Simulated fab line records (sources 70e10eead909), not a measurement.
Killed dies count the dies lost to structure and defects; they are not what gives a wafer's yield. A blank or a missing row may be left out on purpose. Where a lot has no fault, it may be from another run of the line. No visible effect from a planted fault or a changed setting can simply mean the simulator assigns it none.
What tool caused it?    flow nand-harc    23 lots, 69 wafers sampled, at 6 steps of a route of 1302

WHAT THE GAUGES READ, wafer by wafer
The record holds no reading of a measuring or inspecting step that can be judged against a usual standard deviation.

WHICH TOOL RAN EACH LOT (tool, then ch and the chambers of the sampled wafers, then the start)
lot   NHARC_A_STAIRCASE_ETCH_271          NHARC_A_STAIRCASE_HM_DEP_459   NHARC_A_STAIRCASE_ETCH_452                     NHARC_A_STAIRCASE_DEP_301        NHARC_A_STAIRCASE_ETCH_453                     NHARC_A_STAIRCASE_DEP_417
L074  rie-diel-11 ch 0,1, day 16 14:32    acl-dep-03 ch 0, day 16 21:50  rie-diel-12 ch 1,2,3, day 17 04:27 or earlier  pecvd-03 ch 1,2, day 17 04:27    rie-diel-12 ch 1,3, day 17 12:24 or earlier    pecvd-02 ch 0,2, day 17 12:24
L075  rie-diel-11 ch 2,3, day 17 09:32    acl-dep-03 ch 0, day 17 12:29  rie-diel-07 ch 0,1,3, day 17 19:32 or earlier  pecvd-01 ch 0,1,2, day 17 19:32  rie-diel-11 ch 0,1,2, day 18 00:43 or earlier  pecvd-01 ch 0,2, day 18 00:43
L076  rie-diel-07 ch 0,2,3, day 17 09:43  acl-dep-02 ch 0, day 17 12:40  rie-diel-11 ch 0,1, day 17 19:36 or earlier    pecvd-03 ch 0,1,2, day 17 19:36  rie-diel-12 ch 2,3, day 18 00:51 or earlier    pecvd-03 ch 0,1,2, day 18 00:51
L077  rie-diel-11 ch 0,3, day 17 18:31    acl-dep-02 ch 0, day 18 02:10  rie-diel-07 ch 1,2, day 18 11:56 or earlier    pecvd-01 ch 1,2, day 18 11:56    rie-diel-12 ch 0,1,2, day 18 17:05 or earlier  pecvd-02 ch 0,2, day 18 17:05
L079  rie-diel-07 ch 0,1,3, day 17 18:56  acl-dep-01 ch 0, day 18 02:49  rie-diel-12 ch 0,2,3, day 18 12:43 or earlier  pecvd-03 ch 0,2, day 18 12:43    rie-diel-11 ch 1,2, day 18 17:49 or earlier    pecvd-03 ch 0,1, day 18 17:49
L078  rie-diel-11 ch 0,1,2, day 18 03:17  acl-dep-02 ch 0, day 18 07:58  rie-diel-12 ch 0,1,2, day 18 15:41 or earlier  pecvd-03 ch 1,2, day 18 15:41    rie-diel-12 ch 2,3, day 18 20:50 or earlier    pecvd-03 ch 0,2, day 18 20:50
L080  rie-diel-07 ch 0,1, day 19 00:02    acl-dep-01 ch 0, day 19 03:32  rie-diel-12 ch 0,1, day 19 11:07 or earlier    pecvd-01 ch 1,2, day 19 11:07    rie-diel-07 ch 0,1,2, day 19 18:52 or earlier  pecvd-02 ch 0,1,2, day 19 18:52
L082  rie-diel-07 ch 0,1,2, day 19 18:49  acl-dep-02 ch 0, day 19 22:03  rie-diel-11 ch 1,3, day 20 06:59 or earlier    pecvd-03 ch 0,2, day 20 06:59    rie-diel-07 ch 0,2,3, day 20 12:33 or earlier  pecvd-02 ch 0,1,2, day 20 12:33
L083  rie-diel-11 ch 0,1,2, day 19 22:35  acl-dep-02 ch 0, day 20 04:26  rie-diel-07 ch 2,3, day 20 13:49 or earlier    pecvd-02 ch 1,2, day 20 13:49    rie-diel-07 ch 0,2,3, day 20 19:20 or earlier  pecvd-02 ch 0,1,2, day 20 19:20
L081  rie-diel-07 ch 0,2,3, day 20 04:14  acl-dep-01 ch 0, day 20 10:07  rie-diel-11 ch 0,2,3, day 20 17:06 or earlier  pecvd-03 ch 1,2, day 20 17:06    rie-diel-11 ch 0,1,2, day 20 22:19 or earlier  pecvd-03 ch 0,1, day 20 22:19
L084  rie-diel-12 ch 0,2,3, day 21 01:10  acl-dep-01 ch 0, day 21 06:45  rie-diel-07 ch 0,1, day 21 15:10 or earlier    pecvd-03 ch 1,2, day 21 15:10    rie-diel-07 ch 1,3, day 21 20:16 or earlier    pecvd-03 ch 1,2, day 21 20:16
L085  rie-diel-12 ch 0,2,3, day 21 07:53  acl-dep-01 ch 0, day 21 11:28  rie-diel-07 ch 0,1,2, day 21 18:34 or earlier  pecvd-03 ch 1,2, day 21 18:34    rie-diel-11 ch 0,1,3, day 21 23:47 or earlier  pecvd-02 ch 0,1,2, day 21 23:47
L086  rie-diel-07 ch 1,2,3, day 21 20:22  acl-dep-02 ch 0, day 22 01:22  rie-diel-07 ch 0,1,3, day 22 08:52 or earlier  pecvd-02 ch 0,2, day 22 08:52    rie-diel-07 ch 0,2, day 22 14:08 or earlier    pecvd-02 ch 1,2, day 22 14:08
L087  rie-diel-11 ch 1,2,3, day 21 23:40  acl-dep-02 ch 0, day 22 06:23  rie-diel-07 ch 0,1,3, day 22 12:44 or earlier  pecvd-02 ch 0,1,2, day 22 12:44  rie-diel-11 ch 1,2,3, day 22 17:50 or earlier  pecvd-01 ch 0,2, day 22 17:50
L088  rie-diel-12 ch 0,2,3, day 22 09:23  acl-dep-01 ch 0, day 22 16:45  rie-diel-07 ch 2,3, day 23 00:42 or earlier    pecvd-01 ch 0,1,2, day 23 00:42  rie-diel-11 ch 2,3, day 23 05:58 or earlier    pecvd-02 ch 0,1, day 23 05:58
L089  rie-diel-12 ch 0,2,3, day 22 17:46  acl-dep-03 ch 0, day 22 21:35  rie-diel-12 ch 0,2,3, day 23 07:07 or earlier  pecvd-03 ch 0,2, day 23 07:07    rie-diel-11 ch 1,2,3, day 23 18:08 or earlier  pecvd-01 ch 0,2, day 23 18:08
L090  rie-diel-07 ch 0,1, day 23 06:16    acl-dep-01 ch 0, day 23 10:20  rie-diel-12 ch 0,3, day 23 17:49 or earlier    pecvd-02 ch 0,1, day 23 17:49    rie-diel-11 ch 0,2,3, day 23 22:59 or earlier  pecvd-02 ch 1,2, day 23 22:59
L092  rie-diel-12 ch 0,2,3, day 23 17:07  acl-dep-02 ch 0, day 23 20:14  rie-diel-11 ch 1,2,3, day 24 05:35 or earlier  pecvd-02 ch 0,1,2, day 24 05:35  rie-diel-07 ch 1,2,3, day 24 11:59 or earlier  pecvd-02 ch 0,1,2, day 24 11:59
L091  rie-diel-07 ch 0,3, day 23 17:41    acl-dep-02 ch 0, day 23 22:25  rie-diel-07 ch 0,3, day 24 07:23 or earlier    pecvd-02 ch 0,1, day 24 07:23    rie-diel-07 ch 2,3, day 24 12:52 or earlier    pecvd-02 ch 0,1, day 24 12:52
L093  rie-diel-11 ch 0,1,2, day 24 02:19  acl-dep-03 ch 0, day 24 05:40  rie-diel-07 ch 0,1,2, day 24 13:37 or earlier  pecvd-01 ch 1,2, day 24 13:37    rie-diel-11 ch 0,3, day 24 21:37 or earlier    pecvd-02 ch 0,1,2, day 24 21:37
L094  rie-diel-07 ch 1,2, day 24 16:51    acl-dep-01 ch 0, day 24 20:03  rie-diel-07 ch 1,2, day 25 03:10 or earlier    pecvd-02 ch 0,1,2, day 25 03:10  rie-diel-07 ch 0,3, day 25 09:59 or earlier    pecvd-03 ch 1,2, day 25 09:59
L096  rie-diel-11 ch 0,1,3, day 25 21:49  acl-dep-02 ch 0, day 26 01:35  rie-diel-11 ch 1,2,3, day 26 09:57 or earlier  pecvd-02 ch 0,2, day 26 09:57    rie-diel-07 ch 0,3, day 26 21:01 or earlier    pecvd-03 ch 0,1,2, day 26 21:01
L097  rie-diel-07 ch 1,2,3, day 26 09:05  acl-dep-01 ch 0, day 26 20:01  rie-diel-11 ch 0,3, day 27 04:14 or earlier    pecvd-03 ch 0,1, day 27 04:14    rie-diel-11 ch 1,2,3, day 27 09:24 or earlier  pecvd-01 ch 0,2, day 27 09:24
- NHARC_A_STAIRCASE_ETCH_271: etches the open film in CF4/CHF3.
- NHARC_A_STAIRCASE_HM_DEP_459: deposits aC, target thk 1500 nm.
- NHARC_A_STAIRCASE_ETCH_452: etches the open film in CF4/O2, target depth 30 nm, overetch 3 nm, time 16.5 s.
- NHARC_A_STAIRCASE_DEP_301: deposits SiON, target thk 30 nm.
- NHARC_A_STAIRCASE_ETCH_453: etches the open film in CF4/O2, target depth 30 nm, overetch 3 nm, time 16.5 s.
- NHARC_A_STAIRCASE_DEP_417: deposits Si3N4, target thk 60 nm.

AS READ BY THE TOOLS THEMSELVES (means over the sampled wafers that have a number; for cases with no such wafer, the mark the record gives instead)
NHARC_A_STAIRCASE_ETCH_271. Usual: cf4-flow-sccm 99.97 sccm, standard deviation 0.29; drypump-motor-current-A 5.7 A, standard deviation 0.51; oes-product-au 0.953 a.u., standard deviation 0.023; rf-vpp-V 370.9 V, standard deviation 2.8; showerhead-plenum-p-Torr 1.58 Torr, standard deviation 0.076; throttle-valve-pct 16.802 %, standard deviation 0.009.
lot   tool         cf4-flow-sccm (sccm)  drypump-motor-current-A (A)  oes-product-au (a.u.)  rf-vpp-V (V)  showerhead-plenum-p-Torr (Torr)  throttle-valve-pct (%)  flag
L074  rie-diel-11  99.85                 6.0                          0.969                  373.0         1.63                             16.804                  
L075  rie-diel-11  100.27                5.8                          0.958                  373.4         1.66                             16.804                  
L076  rie-diel-07  100.04                5.2                          0.958                  370.0         1.57                             16.793                  
L077  rie-diel-11  99.67                 5.4                          0.992                  370.1         1.54                             16.802                  
L079  rie-diel-07  100.05                5.6                          0.950                  369.4         1.54                             16.803                  
L078  rie-diel-11  100.13                5.9                          0.969                  372.2         1.62                             16.793                  
L080  rie-diel-07  100.07                5.8                          0.923                  370.8         1.58                             16.800                  
L082  rie-diel-07  100.18                5.4                          0.923                  371.2         1.60                             16.804                  
L083  rie-diel-11  99.75                 5.9                          0.958                  371.1         1.62                             16.808                  
L081  rie-diel-07  99.75                 5.2                          0.958                  370.8         1.56                             16.805                  
L084  rie-diel-12  100.05                6.2                          0.921                  368.9         1.54                             16.803                  
L085  rie-diel-12  100.28                6.2                          0.916                  369.1         1.54                             16.802                  
L086  rie-diel-07  100.10                5.7                          0.968                  371.1         1.58                             16.809                  
L087  rie-diel-11  99.45                 6.0                          0.971                  374.5         1.65                             16.804                  
L088  rie-diel-12  99.91                 6.2                          0.940                  369.7         1.53                             16.808                  
L089  rie-diel-12  100.10                6.2                          0.959                  369.4         1.53                             16.809                  
L090  rie-diel-07  99.95                 5.8                          0.920                  370.5         1.58                             16.801                  
L092  rie-diel-12  99.96                 6.2                          0.964                  368.6         1.53                             16.807                  
L091  rie-diel-07  99.94                 5.1                          0.948                  368.6         1.51                             16.801                  
L093  rie-diel-11  100.07                5.9                          0.977                  371.5         1.61                             16.804                  
L094  rie-diel-07  99.69                 5.5                          0.976                  373.0         1.64                             16.802                  
L096  rie-diel-11  99.95                 5.7                          0.924                  371.3         1.59                             16.807                  
L097  rie-diel-07  99.77                 5.6                          0.970                  370.3         1.57                             16.799                  

NHARC_A_STAIRCASE_HM_DEP_459. Usual: throttle-valve-pct reads 35.000 % (standard deviation 0.0092).
lot   tool        throttle-valve-pct (%)  flag
L074  acl-dep-03  34.997                  
L075  acl-dep-03  35.003                  
L076  acl-dep-02  34.995                  
L077  acl-dep-02  35.004                  
L079  acl-dep-01  35.007                  
L078  acl-dep-02  35.009                  
L080  acl-dep-01  34.995                  
L082  acl-dep-02  34.999                  
L083  acl-dep-02  35.005                  
L081  acl-dep-01  35.001                  
L084  acl-dep-01  34.994                  
L085  acl-dep-01  34.994                  
L086  acl-dep-02  35.000                  
L087  acl-dep-02  35.001                  
L088  acl-dep-01  35.000                  
L089  acl-dep-03  34.991                  
L090  acl-dep-01  35.001                  
L092  acl-dep-02  35.007                  
L091  acl-dep-02  35.004                  
L093  acl-dep-03  35.000                  
L094  acl-dep-01  35.000                  
L096  acl-dep-02  35.006                  
L097  acl-dep-01  35.003                  

NHARC_A_STAIRCASE_ETCH_452. Usual: for cf4-flow-sccm, 79.97 sccm with a standard deviation of 0.22; for drypump-motor-current-A, 5.7 A with a standard deviation of 0.53; for oes_f_703_au, 1.000 a.u. with a standard deviation of 0.0048; for oes-product-au, 0.998 a.u. with a standard deviation of 0.0089; for rf-vpp-V, 197.8 V with a standard deviation of 1.6; for showerhead-plenum-p-Torr, 1.33 Torr with a standard deviation of 0.063; for throttle-valve-pct, 13.397 % with a standard deviation of 0.009.
lot   tool         cf4-flow-sccm (sccm)  drypump-motor-current-A (A)  oes_f_703_au (a.u.)  oes-product-au (a.u.)  rf-vpp-V (V)  showerhead-plenum-p-Torr (Torr)  throttle-valve-pct (%)  flag
L074  rie-diel-12  79.91                 6.1                          0.999                1.002                  198.1         1.34                             13.405                  
L075  rie-diel-07  80.10                 5.6                          0.999                0.995                  196.7         1.31                             13.390                  
L076  rie-diel-11  80.09                 5.7                          1.003                0.998                  197.9         1.33                             13.398                  
L077  rie-diel-07  79.85                 5.5                          1.003                0.985                  199.3         1.40                             13.403                  
L079  rie-diel-12  79.79                 6.2                          0.999                0.997                  196.1         1.31                             13.388                  
L078  rie-diel-12  80.06                 6.1                          0.999                1.000                  197.0         1.30                             13.393                  
L080  rie-diel-12  79.93                 6.3                          1.001                0.993                  196.5         1.28                             13.400                  
L082  rie-diel-11  79.94                 6.1                          0.999                0.995                  199.7         1.41                             13.399                  
L083  rie-diel-07  79.95                 5.5                          0.997                0.999                  197.5         1.30                             13.398                  
L081  rie-diel-11  79.95                 5.6                          1.001                1.008                  199.1         1.36                             13.394                  
L084  rie-diel-07  80.05                 5.8                          0.998                0.991                  198.6         1.34                             13.395                  
L085  rie-diel-07  79.94                 5.4                          0.998                0.996                  198.5         1.36                             13.393                  
L086  rie-diel-07  79.86                 5.6                          0.999                0.993                  197.2         1.30                             13.389                  
L087  rie-diel-07  80.28                 5.6                          0.998                0.996                  197.0         1.30                             13.387                  
L088  rie-diel-07  79.98                 5.3                          0.998                0.990                  197.8         1.36                             13.393                  
L089  rie-diel-12  80.19                 6.2                          0.999                1.002                  196.8         1.30                             13.393                  
L090  rie-diel-12  79.90                 6.3                          1.005                0.999                  196.9         1.31                             13.398                  
L092  rie-diel-11  80.21                 6.0                          0.997                0.992                  200.3         1.40                             13.393                  
L091  rie-diel-07  80.14                 5.3                          0.996                0.993                  196.0         1.26                             13.394                  
L093  rie-diel-07  79.91                 5.4                          0.998                1.000                  197.9         1.35                             13.400                  
L094  rie-diel-07  80.08                 5.9                          1.000                1.006                  198.6         1.37                             13.397                  
L096  rie-diel-11  79.98                 6.0                          0.996                1.007                  198.9         1.40                             13.395                  
L097  rie-diel-11  79.76                 5.4                          0.998                1.007                  197.5         1.30                             13.401                  

NHARC_A_STAIRCASE_DEP_301. Usual: heater-power-w reads 720 W (standard deviation 97).
lot   tool      heater-power-w (W)  flag
L074  pecvd-03  696                 
L075  pecvd-01  733                 
L076  pecvd-03  676                 
L077  pecvd-01  678                 
L079  pecvd-03  785                 
L078  pecvd-03  640                 
L080  pecvd-01  767                 
L082  pecvd-03  791                 
L083  pecvd-02  682                 
L081  pecvd-03  703                 
L084  pecvd-03  676                 
L085  pecvd-03  740                 
L086  pecvd-02  618                 
L087  pecvd-02  709                 
L088  pecvd-01  742                 
L089  pecvd-03  744                 
L090  pecvd-02  736                 
L092  pecvd-02  704                 
L091  pecvd-02  742                 
L093  pecvd-01  752                 
L094  pecvd-02  681                 
L096  pecvd-02  613                 
L097  pecvd-03  739                 

NHARC_A_STAIRCASE_ETCH_453. Usual: for cf4-flow-sccm, 79.98 sccm with a standard deviation of 0.26; for drypump-motor-current-A, 5.7 A with a standard deviation of 0.49; for oes_f_703_au, 1.000 a.u. with a standard deviation of 0.0047; for oes-product-au, 0.999 a.u. with a standard deviation of 0.0085; for rf-vpp-V, 197.8 V with a standard deviation of 1.5; for showerhead-plenum-p-Torr, 1.35 Torr with a standard deviation of 0.063; for throttle-valve-pct, 13.397 % with a standard deviation of 0.0088.
lot   tool         cf4-flow-sccm (sccm)  drypump-motor-current-A (A)  oes_f_703_au (a.u.)  oes-product-au (a.u.)  rf-vpp-V (V)  showerhead-plenum-p-Torr (Torr)  throttle-valve-pct (%)  flag
L074  rie-diel-12  80.12                 6.2                          0.996                1.003                  198.6         1.34                             13.400                  
L075  rie-diel-11  79.62                 5.9                          1.004                1.009                  198.0         1.37                             13.401                  
L076  rie-diel-12  80.22                 6.1                          1.002                1.008                  197.7         1.34                             13.401                  
L077  rie-diel-12  80.02                 6.1                          0.997                1.009                  196.7         1.30                             13.394                  
L079  rie-diel-11  80.16                 6.1                          1.001                1.000                  199.0         1.42                             13.396                  
L078  rie-diel-12  80.10                 6.0                          1.007                1.006                  197.5         1.33                             13.393                  
L080  rie-diel-07  80.20                 5.4                          1.004                0.995                  197.9         1.36                             13.406                  
L082  rie-diel-07  80.11                 5.2                          1.002                0.992                  197.2         1.32                             13.394                  
L083  rie-diel-07  79.97                 5.2                          1.000                0.991                  197.2         1.32                             13.393                  
L081  rie-diel-11  79.97                 5.9                          0.998                0.994                  198.8         1.37                             13.399                  
L084  rie-diel-07  79.94                 6.0                          0.997                1.001                  198.0         1.32                             13.390                  
L085  rie-diel-11  80.02                 5.7                          0.998                0.998                  198.4         1.36                             13.388                  
L086  rie-diel-07  80.12                 5.1                          0.995                0.994                  199.1         1.38                             13.393                  
L087  rie-diel-11  79.93                 6.0                          0.998                1.002                  199.5         1.41                             13.405                  
L088  rie-diel-11  79.53                 5.7                          1.000                0.996                  198.5         1.39                             13.392                  
L089  rie-diel-11  79.83                 6.0                          1.000                1.004                  199.8         1.40                             13.400                  
L090  rie-diel-11  79.86                 5.6                          1.002                0.994                  198.1         1.35                             13.403                  
L092  rie-diel-07  80.03                 5.6                          1.001                0.998                  197.5         1.34                             13.403                  
L091  rie-diel-07  79.83                 5.4                          0.998                0.994                  196.5         1.30                             13.386                  
L093  rie-diel-11  80.04                 5.4                          1.000                1.002                  196.9         1.30                             13.390                  
L094  rie-diel-07  79.85                 5.4                          0.998                0.988                  196.3         1.26                             13.394                  
L096  rie-diel-07  80.11                 5.4                          0.999                0.996                  196.0         1.25                             13.404                  
L097  rie-diel-11  80.05                 6.0                          0.998                1.005                  199.2         1.40                             13.399                  

NHARC_A_STAIRCASE_DEP_417. Usual: heater-power-w reads 681 W (standard deviation 100).
lot   tool      heater-power-w (W)  flag
L074  pecvd-02  580                 
L075  pecvd-01  710                 
L076  pecvd-03  703                 
L077  pecvd-02  582                 
L079  pecvd-03  647                 
L078  pecvd-03  777                 
L080  pecvd-02  646                 
L082  pecvd-02  635                 
L083  pecvd-02  682                 
L081  pecvd-03  694                 
L084  pecvd-03  631                 
L085  pecvd-02  675                 
L086  pecvd-02  665                 
L087  pecvd-01  736                 
L088  pecvd-02  633                 
L089  pecvd-01  723                 
L090  pecvd-02  670                 
L092  pecvd-02  657                 
L091  pecvd-02  680                 
L093  pecvd-02  665                 
L094  pecvd-03  658                 
L096  pecvd-03  755                 
L097  pecvd-01  735                 

THE ANSWER, worked out from the rows above alone
Rule: lot off if the mean of its wafers having a number is beyond 3 standard deviations from the usual mean. A lot without any number at a reading at which 4 lots or more have one is off too. Where the step has rows for the other lots, those lots are counted as sound. First the gauges in route order, then the tools' own readings, where a lot's mean is used as printed above. At the first step where some lot is off, the reading lying furthest off is the one used; lots without a number count as furthest.
No lot is off on any of the readings shown, so nothing can be concluded from this.

WHAT THE SIMULATOR HAD INSERTED
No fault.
